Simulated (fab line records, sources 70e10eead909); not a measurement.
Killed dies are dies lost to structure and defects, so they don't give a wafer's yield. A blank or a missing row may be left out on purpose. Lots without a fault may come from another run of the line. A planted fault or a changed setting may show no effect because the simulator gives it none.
fab line records | flow nand_harc
record lots=15 wafers=45 last_day=24
route steps=1159 shown A_SOURCE_PLATE@420 A_CHANNEL_HOLE_D1@469
lots that met no fault: from a run of the same line without faults
start_h: hours from the record's first day to the start of the lot's first wafer shown | wait_h: hours since the lot's step before | " the same as in the row above | L1.1+2: a row that stands for several wafers | - no value, or no start given | * or withheld: withheld | < > ~ a bound
route shown NAME@n: a module of which the file shows steps, and the number in the route of the first | usual: mean/standard deviation of fault-free wafers | same: alike in all rows | chamber/n: place in a boat | sites: the reading at each site | _std_site: their standard deviation | _edge_site: outer sites' mean less inner sites' | radius_mm: how far each site lies from the wafer's centre | mask NAME#n: copy n | behind: the tool/chamber that last shaped the wafer | hold: why the lot was held/for how many hours/how that ended | device: the transistor (n, p or np) that didn't switch | end of line: the same wafers' tests at the end of the route | a step without rows: its recipe alone | killed: dies lost to structure and defects at the first sort, not the wafer's yield | map: a wafer's dies, x killed, . not, _ none there
set.NAME: the setting as run; set.NAME@STEP: as run at that earlier step | model.NAME: the simulator's own value behind a step, which no gauge read
steps of the route over a sample of lots; a table a step, a row a wafer
services: from which hour (start_h, from the record's first day; less than 0 if before it) a tool's chamber was out of use, for how many hours, and why
## steps
# step NHARC_A_SOURCE_PLATE_THK_MEAS_06
# recipe thk_meas_gauge=ellipsometry
# usual thk_nm=199.8/2
# columns lot.wafer tool chamber start_h wait_h thk_nm
L810.1 film_metro-01 - 168.80 0.4 200.4
L810.2 " - " " 202.0
L810.6 " - " " 198.6
L811.1 film_metro-01 - 172.89 0.4 199.5
L811.3 " - " " 197.5
L811.5 " - " " 200.9
L813.2 film_metro-01 - 178.10 0.4 197.6
L813.4 " - " " 198.8
L813.5 " - " " 194.3
L812.2 film_metro-02 - 178.10 0.4 198.6
L812.3 " - " " 199.5
L812.5 " - " " 200.9
L814.2 film_metro-02 - 188.35 0.4 201.9
L814.5 " - " " 199.6
L814.6 " - " " 199.7
L815.3 film_metro-01 - 188.35 0.4 200.7
L815.4 " - " " 200.5
L815.5 " - " " 199.7
L817.2 film_metro-02 - 197.61 0.4 200.9
L817.4 " - " " 202.3
L817.6 " - " " 200.9
L819.3 film_metro-01 - 208.62 0.4 196.9
L819.5 " - " " 197.0
L819.6 " - " " 197.4
L818.1 film_metro-02 - 208.62 0.4 195.3
L818.4 " - " " 197.4
L818.6 " - " " 196.8
L828.1 film_metro-02 - 265.13 0.4 203.6
L828.3 " - " " 198.1
L828.4 " - " " 201.3
L829.2 film_metro-01 - 274.86 0.4 199.8
L829.4 " - " " 200.8
L829.5 " - " " 200.4
L831.2 film_metro-02 - 279.40 0.4 200.5
L831.5 " - " " 199.7
L831.6 " - " " 201.8
L830.3 film_metro-01 - 279.40 0.4 199.8
L830.4 " - " " 202.3
L830.5 " - " " 201.6
L832.1 film_metro-02 - 279.42 0.4 202.3
L832.3 " - " " 199.5
L832.5 " - " " 202.3
L833.1 film_metro-01 - 294.94 0.4 198.2
L833.2 " - " " 199.3
L833.5 " - " " 201.8
# step NHARC_A_CHANNEL_HOLE_D1_ETCH_16
# recipe target_depth_a=31000 over_etch_frac=0.3 time_s=806 ion_energy_ev=150 o2_flow_sccm=400 cos_flow_sccm=20 ar_flow_sccm=0 rf_w=500 bias_w=300 chemistry=O2/COS
# usual bias_w=299.8/0.84 chamber_pressure_mTorr=20.000/0.019 drypump_motor_current_A=5.9/0.43 oes_product_au=0.993/0.0081 rf_vpp_V=314.7/2.1 showerhead_plenum_p_Torr=3.16/0.13 throttle_valve_pct=28.329/0.0087
# columns lot.wafer tool chamber start_h wait_h bias_w chamber_pressure_mTorr drypump_motor_current_A oes_product_au rf_hours_counter_h rf_vpp_V showerhead_plenum_p_Torr throttle_valve_pct
L810.2 rie_diel-06 2 - - 300.7 19.972 5.2 0.991 7 317.3 3.33 28.329
L810.1 " 3 " " 300.3 19.981 6.5 1.004 7 315.9 3.22 28.327
L810.6 " 2 " " 299.1 20.007 5.2 0.996 - 316.6 3.33 28.325
L811.1 rie_diel-12 3 - - 300.6 20.013 6.3 0.999 10 312.9 3.04 28.329
L811.3 " 1 " " 300.0 19.988 5.2 0.995 11 317.7 3.26 28.318
L811.5 " 0 " " 300.4 19.982 5.6 0.980 - 314.2 3.10 28.326
L813.2 rie_diel-06 0 - - 299.8 20.019 6.5 1.000 8 310.7 2.95 28.314
L813.4 " 3 " " 299.3 19.999 6.5 0.999 7 315.9 3.22 28.326
L813.5 " 0 " " 299.4 20.014 6.5 1.007 - 311.3 2.95 28.338
L812.2 rie_diel-02 2 - - 300.4 20.013 5.9 0.990 2 316.2 3.23 28.334
L812.3 " 0 " " 298.9 19.976 6.2 1.000 3 317.1 3.25 28.328
L812.5 " 1 " " 300.2 20.028 5.6 0.989 - 315.2 3.17 28.328
L814.2 rie_diel-02 1 - - 299.0 19.965 5.7 0.993 4 314.6 3.17 28.323
L814.6 " 3 " " 300.4 19.981 5.8 0.991 - 315.1 3.11 28.327
L814.5 " 0 " " 299.3 19.964 6.2 1.008 - 315.0 3.25 28.322
L815.3 rie_diel-06 2 - - 298.4 19.988 5.2 0.991 8 317.7 3.33 28.340
L815.4 " 0 " " 300.1 19.991 6.5 0.997 9 311.5 2.95 28.336
L815.5 " 2 " " 298.8 20.030 5.2 0.983 - 316.6 3.33 28.337
L817.2 rie_diel-12 3 - - 300.3 20.021 6.3 0.986 0 311.2 3.03 28.325
L817.4 " 0 " " 299.5 19.991 5.6 0.998 0 314.1 3.10 28.334
L817.6 " 1 " " 299.9 19.988 5.2 0.999 - 315.9 3.26 28.328
L818.4 rie_diel-02 0 - - 301.0 20.006 6.2 1.000 5 316.6 3.25 28.333
L818.1 " 3 " " 299.7 19.988 5.7 1.006 5 313.1 3.11 28.338
L818.6 " 1 " " 299.7 19.996 5.7 0.991 - 315.0 3.17 28.327
L819.3 rie_diel-12 2 - - 298.4 20.029 5.8 0.999 2 316.4 3.33 28.316
L819.5 " 1 " " 301.7 19.998 5.2 0.990 - 316.7 3.26 28.340
L819.6 " 2 " " 299.4 19.986 5.8 0.991 - 317.7 3.33 28.332
L828.4 rie_diel-12 3 - - 301.0 20.004 6.3 0.984 6 312.6 3.03 28.340
L828.3 " 0 " " 300.9 19.995 5.6 0.996 6 314.5 3.10 28.330
L828.1 " 2 " " 300.7 20.008 5.8 0.994 7 316.3 3.33 28.331
L832.3 rie_diel-02 2 - - 298.9 20.025 5.9 1.003 10 314.7 3.23 28.349
L832.1 " 3 " " 299.8 19.992 5.7 1.001 10 314.2 3.11 28.323
L832.5 " 2 " " 300.2 20.000 5.9 1.004 - 316.3 3.23 28.329
L829.2 rie_diel-06 2 - - 299.5 19.994 5.2 0.991 3 316.7 3.32 28.324
L829.4 " 1 " " 300.3 20.005 6.2 0.979 1 310.2 2.94 28.331
L829.5 " 2 " " 299.0 20.004 5.2 0.992 - 317.8 3.32 28.312
L831.2 rie_diel-02 2 - - 298.7 20.007 5.9 0.990 10 315.4 3.23 28.338
L831.6 " 1 " " 300.7 20.011 5.7 0.987 - 314.4 3.17 28.342
L831.5 " 2 " " 299.2 19.971 5.9 1.002 - 314.4 3.23 28.323
L830.4 rie_diel-12 0 - - 300.6 19.988 5.6 0.995 7 313.8 3.10 28.337
L830.3 " 1 " " 299.4 19.970 5.2 0.993 6 317.5 3.26 28.320
L830.5 " 0 " " 299.5 19.991 5.6 0.990 - 313.8 3.10 28.321
L833.1 rie_diel-12 1 - - 299.3 19.981 5.3 0.998 7 316.1 3.26 28.312
L833.2 " 2 " " 301.0 19.994 5.9 0.991 9 316.4 3.33 28.326
L833.5 " 0 " " 300.0 20.003 5.6 0.990 - 314.3 3.09 28.312
# step NHARC_A_CHANNEL_HOLE_D1_ETCH_21
# recipe bias_v=3000 source_w=withheld pressure_mtorr=20 time_s=514.3 ar_flow_sccm=375 c4f8_flow_sccm=89.3 o2_flow_sccm=35.7 temp_c=-20 target_depth_a=16000 chemistry=C4F8/O2/Ar
# usual c4f8_flow_sccm=89.29/0.27 chamber_pressure_mTorr=20.003/0.018 drypump_motor_current_A=5.6/0.51 esc_clamp_current_uA=0.02165/0.00029 showerhead_plenum_p_Torr=3.78/0.11 throttle_valve_pct=32.155/0.0084
# columns lot.wafer tool chamber start_h wait_h c4f8_flow_sccm chamber_pressure_mTorr drypump_motor_current_A esc_clamp_current_uA rf_hours_counter_h showerhead_plenum_p_Torr throttle_valve_pct
L810.1 har_etch-01 1 187.41 0.3 89.53 19.984 6.3 0.02111 194 3.82 32.155
L810.2 " 0 " " 89.46 20.009 5.7 0.02157 194 3.61 32.166
L810.6 " 1 " " 89.67 20.002 6.3 0.02119 - 3.82 32.177
L811.1 har_etch-02 0 190.13 0.3 89.11 20.005 5.2 0.02183 107 3.87 32.150
L811.3 " 1 " " 89.27 19.997 5.0 0.02183 - 3.87 32.148
L811.5 " 1 " " 89.12 20.001 5.0 0.02192 - 3.87 32.166
L813.2 har_etch-01 0 195.91 0.3 89.63 20.010 5.7 0.02155 198 3.60 32.152
L813.4 " 0 " " 89.38 20.024 5.8 0.0216 - 3.60 32.151
L813.5 " 0 " " 89.16 19.999 5.7 0.02167 - 3.60 32.153
L812.2 har_etch-02 0 196.06 0.3 89.90 19.979 5.2 0.02191 110 3.87 32.164
L812.3 " 0 " " 90.04 20.026 5.2 0.02191 - 3.87 32.149
L812.5 " 1 " " 89.34 20.040 5.0 0.02194 - 3.87 32.167
L814.2 har_etch-01 1 207.45 0.3 88.89 19.998 6.3 0.02112 203 3.82 32.157
L814.5 " 0 " " 89.53 19.983 5.7 0.02164 - 3.60 32.151
L814.6 " 1 " " 89.21 19.980 6.3 0.02118 - 3.82 32.151
L815.3 har_etch-02 0 207.85 0.3 89.44 20.016 5.2 0.02181 - 3.87 32.171
L815.4 " 1 " " 89.52 20.005 5.0 0.02191 - 3.87 32.174
L815.5 " 0 " " 89.97 20.019 5.2 0.02181 - 3.87 32.152
L817.2 har_etch-02 0 215.75 0.3 - - - - - - -
L817.4 " 1 " " - - - - - - -
L817.6 " 1 " " - - - - - - -
L818.1 har_etch-01 1 226.05 0.3 - - - - - - -
L818.4 " 0 " " - - - - - - -
L818.6 " 1 " " - - - - - - -
L819.3 har_etch-02 0 228.12 0.3 - - - - - - -
L819.5 " 1 " " - - - - - - -
L819.6 " 0 " " - - - - - - -
L828.1 har_etch-01 1 286.66 0.3 89.08 20.000 6.3 0.02132 242 3.80 32.152
L828.3 " 0 " " 89.06 20.006 5.7 0.02156 - 3.58 32.150
L828.4 " 1 " " 89.09 19.998 6.3 0.02126 - 3.80 32.171
L832.1 har_etch-02 1 297.10 0.3 89.29 20.018 5.0 0.022 155 3.84 32.147
L832.3 " 0 " " 89.07 20.006 5.2 0.02192 - 3.85 32.150
L832.5 " 1 " " 89.27 20.002 5.0 0.02199 - 3.84 32.150
L829.2 har_etch-01 0 298.56 0.3 89.38 20.018 5.7 0.02158 246 3.58 32.147
L829.4 " 0 " " 89.82 19.982 5.7 0.02163 - 3.58 32.154
L829.5 " 0 " " 89.52 20.004 5.7 0.02164 - 3.58 32.147
L831.2 har_etch-02 1 301.19 0.3 89.36 20.005 5.0 0.02199 159 3.84 32.160
L831.5 " 1 " " 89.12 20.003 5.0 0.02194 - 3.84 32.160
L831.6 " 0 " " 89.04 20.027 5.2 0.02187 - 3.84 32.161
L830.3 har_etch-01 0 302.88 0.3 89.39 20.018 5.8 0.02163 - 3.58 32.156
L830.4 " 1 " " 89.66 20.007 6.3 0.02123 - 3.79 32.138
L830.5 " 1 " " 89.51 20.011 6.3 0.02124 - 3.79 32.156
L833.2 har_etch-02 1 315.60 0.3 89.50 19.973 5.0 0.02197 166 3.84 32.145
L833.1 " 0 " " 88.99 19.999 5.2 0.02182 166 3.84 32.157
L833.5 " 0 " " 89.58 20.032 5.2 0.02188 - 3.84 32.152
# step NHARC_A_CHANNEL_HOLE_D1_ETCH_44
# recipe target_depth_a=1400 overetch_a=140 time_s=77 ion_energy_ev=100 cf4_flow_sccm=80 o2_flow_sccm=20 ar_flow_sccm=0 rf_w=300 bias_w=100 chemistry=CF4/O2
# usual bias_w=99.97/0.3 cf4_flow_sccm=80.01/0.24 drypump_motor_current_A=5.9/0.48 oes_product_au=0.991/0.0079 rf_vpp_V=198.1/1.5 showerhead_plenum_p_Torr=1.35/0.064 throttle_valve_pct=13.398/0.01
# columns lot.wafer tool chamber start_h wait_h bias_w cf4_flow_sccm drypump_motor_current_A oes_product_au rf_hours_counter_h rf_vpp_V showerhead_plenum_p_Torr throttle_valve_pct
L810.1 rie_diel-06 2 191.70 0.1 100.00 80.05 5.2 0.992 7 199.3 1.43 13.392
L810.2 " 0 " " 100.15 79.77 6.5 0.998 8 197.4 1.26 13.377
L810.6 " 2 " " 99.96 80.16 5.2 0.990 - 199.9 1.43 13.401
L811.3 rie_diel-12 3 194.42 0.1 99.72 79.59 6.4 0.997 11 196.8 1.30 13.403
L811.1 " 0 " " 100.10 80.04 5.6 0.988 11 198.7 1.33 13.398
L811.5 " 0 " " 100.18 80.05 5.6 0.982 - 196.5 1.32 13.398
L813.2 rie_diel-12 3 200.14 0.1 100.34 80.33 6.3 0.988 12 196.3 1.30 13.385
L813.4 " 1 " " 100.56 80.09 5.3 0.997 11 199.5 1.40 13.404
L813.5 " 3 " " 100.32 79.96 6.4 0.995 - 196.5 1.30 13.387
L812.2 rie_diel-06 1 200.28 0.0 99.97 79.85 6.1 0.994 9 196.6 1.26 13.391
L812.3 " 3 " " 100.02 80.09 6.5 0.999 8 200.6 1.38 13.381
L812.5 " 2 " " 100.21 80.05 5.2 0.989 - 198.0 1.43 13.389
L814.2 rie_diel-06 0 211.69 0.1 99.47 80.16 6.5 1.010 10 197.0 1.26 13.396
L814.5 " 2 " " 100.49 79.66 5.2 0.997 - 200.8 1.43 13.394
L814.6 " 3 " " 99.95 79.58 6.5 1.006 - 198.0 1.38 13.407
L815.4 rie_diel-12 1 212.02 0.1 99.57 79.86 5.2 1.002 0 198.1 1.40 13.415
L815.3 " 2 " " 99.68 79.82 5.8 0.999 0 198.6 1.43 13.401
L815.5 " 0 " " 99.81 80.01 5.6 1.001 - 198.0 1.32 13.417
L817.2 rie_diel-06 2 220.74 0.1 99.95 80.00 5.2 0.986 10 199.9 1.42 13.401
L817.4 " 0 " " 99.75 80.04 6.5 0.995 10 197.1 1.26 13.414
L817.6 " 1 " " 99.78 80.53 6.1 1.002 - 197.4 1.26 13.415
L818.1 rie_diel-12 2 230.30 0.1 99.78 80.24 5.8 0.991 2 200.2 1.43 13.389
L818.4 " 0 " " 99.93 79.89 5.6 1.006 2 197.0 1.32 13.389
L818.6 " 2 " " 99.79 80.09 5.8 0.989 - 199.6 1.43 13.388
L819.3 rie_diel-06 0 232.22 0.1 99.76 80.27 6.5 0.999 12 196.4 1.26 13.384
L819.5 " 2 " " 100.42 79.49 5.2 0.989 - 199.1 1.42 13.382
L819.6 " 3 " " 100.10 80.14 6.5 1.000 - 199.3 1.38 13.393
L828.4 rie_diel-12 1 290.89 0.1 99.77 79.65 5.3 0.994 6 199.9 1.40 13.421
L828.3 " 2 " " 99.68 80.28 5.8 0.999 7 200.2 1.43 13.380
L828.1 " 0 " " 100.01 79.82 5.6 0.987 6 197.4 1.32 13.413
L832.1 rie_diel-06 1 301.34 0.1 100.18 79.92 6.1 0.986 2 195.8 1.25 13.384
L832.3 " 3 " " 99.67 80.28 6.5 1.000 3 198.6 1.38 13.405
L832.5 " 0 " " 100.13 79.68 6.5 1.001 - 197.6 1.26 13.408
L829.2 rie_diel-12 2 302.91 0.1 100.33 80.10 5.8 0.986 8 199.2 1.43 13.402
L829.5 " 1 " " 99.51 80.17 5.2 0.987 - 198.9 1.40 13.394
L829.4 " 0 " " 100.03 79.78 5.6 0.986 - 198.0 1.32 13.408
L831.2 rie_diel-06 1 305.51 0.1 99.64 80.19 6.1 0.982 2 194.9 1.25 13.401
L831.5 " 1 " " 100.13 80.27 6.2 0.978 - 196.9 1.25 13.389
L831.6 " 2 " " 100.01 79.68 5.2 0.990 - 200.3 1.42 13.411
L830.4 rie_diel-12 1 307.11 0.1 99.93 79.93 5.2 0.988 6 201.3 1.40 13.401
L830.3 " 2 " " 99.50 80.33 5.8 0.977 8 200.1 1.43 13.399
L830.5 " 0 " " 100.14 79.85 5.6 0.983 - 197.4 1.32 13.393
L833.1 rie_diel-12 0 319.90 0.1 100.35 80.06 5.6 0.975 8 198.0 1.32 13.405
L833.2 " 1 " " 99.66 80.15 5.2 0.987 7 198.0 1.40 13.381
L833.5 " 3 " " 100.41 80.30 6.3 0.971 - 195.7 1.29 13.393
# step NHARC_A_CHANNEL_HOLE_D1_CD_MEAS_30
# usual cd_nm=89.4/1.5
# columns lot.wafer tool chamber start_h wait_h cd_nm
L810.1 cd_sem-03 - 192.49 - 87.6
L810.2 " - " " 91.2
L810.6 " - " " 89.4
L811.1 cd_sem-02 - 195.22 - 90.6
L811.3 " - " " 87.4
L811.5 " - " " 89.2
L813.2 cd_sem-01 - 200.93 - 88.2
L813.4 " - " " 90.2
L813.5 " - " " 85.3
L812.2 cd_sem-02 - 201.08 - 92.3
L812.3 " - " " 89.5
L812.5 " - " " 89.0
L814.2 cd_sem-01 - 212.48 - 90.1
L814.5 " - " " 89.0
L814.6 " - " " 89.5
L815.3 cd_sem-03 - 212.79 - 87.2
L815.4 " - " " 87.3
L815.5 " - " " 88.6
L817.2 cd_sem-02 - 221.54 - 0.0
L817.4 " - " " 0.7
L817.6 " - " " -0.1
L818.1 cd_sem-02 - 231.10 - 0.4
L818.4 " - " " 0.3
L818.6 " - " " 0.9
L819.3 cd_sem-01 - 233.01 - 1.2
L819.5 " - " " 0.5
L819.6 " - " " 0.5
L828.1 cd_sem-02 - 291.68 - 88.1
L828.3 " - " " 88.6
L828.4 " - " " 88.7
L832.1 cd_sem-02 - 302.12 - 92.6
L832.3 " - " " 91.3
L832.5 " - " " 91.8
L829.2 cd_sem-02 - 303.81 - 90.8
L829.4 " - " " 91.1
L829.5 " - " " 89.1
L831.2 cd_sem-02 - 306.32 - 90.4
L831.5 " - " " 89.6
L831.6 " - " " 90.7
L830.3 cd_sem-01 - 308.00 - 90.9
L830.4 " - " " 88.6
L830.5 " - " " 88.6
L833.1 cd_sem-01 - 320.69 - 89.2
L833.2 " - " " 88.4
L833.5 " - " " 88.1
# step NHARC_A_CHANNEL_HOLE_D1_XSEM_31
# recipe landing_energy_ev=35000
# usual bot_cd_nm=74.0/1.7 bow_nm=8.50/0.26 tilt_deg=0.09/0.042
# columns lot.wafer tool chamber start_h wait_h bot_cd_nm bow_nm tilt_deg
L810.1 xsem-01 0 192.57 0.1 72.6 8.66 0.10
L810.2 " 0 " " 75.7 8.64 0.09
L810.6 " 0 " " 73.9 8.63 0.10
L811.1 xsem-02 0 195.32 0.1 72.8 8.73 0.02
L811.3 " 0 " " 70.4 8.68 0.02
L811.5 " 0 " " 71.6 8.78 0.01
L813.2 xsem-01 0 201.03 0.1 72.9 8.53 0.12
L813.4 " 0 " " 74.6 8.57 0.12
L813.5 " 0 " " 70.1 8.50 0.13
L812.2 xsem-02 0 201.17 0.1 77.2 8.19 0.08
L812.3 " 0 " " 74.1 8.10 0.08
L812.5 " 0 " " 73.1 8.15 0.08
L814.2 xsem-01 0 212.56 0.1 74.7 8.79 0.12
L814.5 " 0 " " 73.3 8.73 0.12
L814.6 " 0 " " 73.6 8.76 0.12
L815.3 xsem-02 0 212.89 0.1 71.8 8.54 0.05
L815.4 " 0 " " 70.8 8.42 0.04
L815.5 " 0 " " 74.0 8.52 0.04
L817.2 xsem-02 0 221.63 0.1 0.8 0.37 0.09
L817.4 " 0 " " 1.7 0.37 0.09
L817.6 " 0 " " 0.9 0.37 0.09
L818.1 xsem-01 0 231.20 0.1 0.1 0.00 0.09
L818.4 " 0 " " 0.0 0.01 0.09
L818.6 " 0 " " 0.3 0.01 0.09
L819.3 xsem-02 0 233.10 0.1 1.0 0.50 0.19
L819.5 " 0 " " 0.2 0.50 0.19
L819.6 " 0 " " 0.2 0.51 0.19
L828.1 xsem-01 0 291.77 0.1 71.7 8.91 0.14
L828.3 " 0 " " 72.6 8.91 0.14
L828.4 " 0 " " 74.0 9.01 0.14
L832.1 xsem-01 0 302.21 0.1 76.8 8.57 0.02
L832.3 " 0 " " 75.5 8.64 0.01
L832.5 " 0 " " 75.9 8.57 0.02
L829.2 xsem-01 0 303.90 0.1 75.9 8.03 0.06
L829.4 " 0 " " 75.9 8.06 0.05
L829.5 " 0 " " 74.3 8.14 0.06
L831.2 xsem-01 0 306.41 0.1 75.4 8.71 0.06
L831.5 " 0 " " 74.8 8.73 0.06
L831.6 " 0 " " 75.4 8.71 0.06
L830.3 xsem-01 0 308.09 0.1 75.9 8.80 0.11
L830.4 " 0 " " 73.2 8.70 0.11
L830.5 " 0 " " 73.4 8.71 0.11
L833.1 xsem-02 0 320.78 0.1 74.3 8.22 0.04
L833.2 " 0 " " 73.2 8.25 0.04
L833.5 " 0 " " 72.7 8.20 0.04
## services
# columns tool chamber start_h hours kind
har_etch-02 - 169.33 6.3 repair
rie_diel-12 0 181.46 - clean
rie_diel-12 1 181.46 - clean
rie_diel-12 2 181.46 - clean
rie_diel-12 3 181.46 - clean
rie_diel-12 - 202.40 9.0 pm
rie_diel-12 0 202.40 9.0 vent_cycle
rie_diel-12 1 202.40 9.0 vent_cycle
rie_diel-12 2 202.40 9.0 vent_cycle
rie_diel-12 3 202.40 9.0 vent_cycle
rie_diel-12 0 211.40 - clean
rie_diel-12 1 211.40 - clean
rie_diel-12 2 211.40 - clean
rie_diel-12 1 215.93 10.7 repair
rie_diel-12 - 238.33 0.8 repair
rie_diel-06 - 241.20 9.0 pm
rie_diel-12 1 265.36 1.6 repair
rie_diel-06 1 269.60 12.1 repair
rie_diel-12 1 274.49 2.8 repair
rie_diel-06 0 276.47 9.6 repair
rie_diel-12 3 301.25 3.0 repair
xsem-02 - 302.00 14.0 pm
rie_diel-02 1 302.50 17.2 repair
har_etch-01 - 306.48 17.0 pm
## key
first_sign step=NHARC_A_CHANNEL_HOLE_D1_ETCH_21 reading=tool_record direction=missing
effect step=NHARC_A_CHANNEL_HOLE_D1_CD_MEAS_30 reading=cd_nm direction=down sigmas=57 usual=89.4 struck=0.5
effect step=NHARC_A_CHANNEL_HOLE_D1_XSEM_31 reading=bot_cd_nm direction=down sigmas=44 usual=74.0 struck=0.6
met_at NHARC_A_CHANNEL_HOLE_D1_ETCH_21
struck_lots L817,L818,L819
later_rows_left_out L817.2,L817.4,L817.6,L818.1,L818.4,L818.6,L819.3,L819.5,L819.6
sort_left_out L817.2,L817.4,L817.6,L818.1,L818.4,L818.6,L819.3,L819.5,L819.6
tester_left_out L817,L818,L819
not_acting_at NHARC_A_SOURCE_PLATE_THK_MEAS_06,NHARC_A_CHANNEL_HOLE_D1_ETCH_16,NHARC_A_CHANNEL_HOLE_D1_ETCH_44
onset_between 207.85 215.75
fault kind=skipped_step_whole tool=har_etch-01,har_etch-02 chamber=- onset_h=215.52 steps=NHARC_A_CHANNEL_HOLE_D1_ETCH_21 scope=struck_lots_only
# tester_left_out: of these lots the tester's yield and bins aren't shown, on N5 and GAA mostly nor the transistor test; their killed dies are dies lost to structure and defects alone, not to doping, threshold or leakage, so they don't give the yield
# sort_left_out: the simulated sort isn't trusted on such a fault, so these wafers' sort isn't shown, and their yield isn't known
# later_rows_left_out: the simulator's readings of these wafers behind a module that went badly wrong aren't trusted and aren't shown, but for the sort
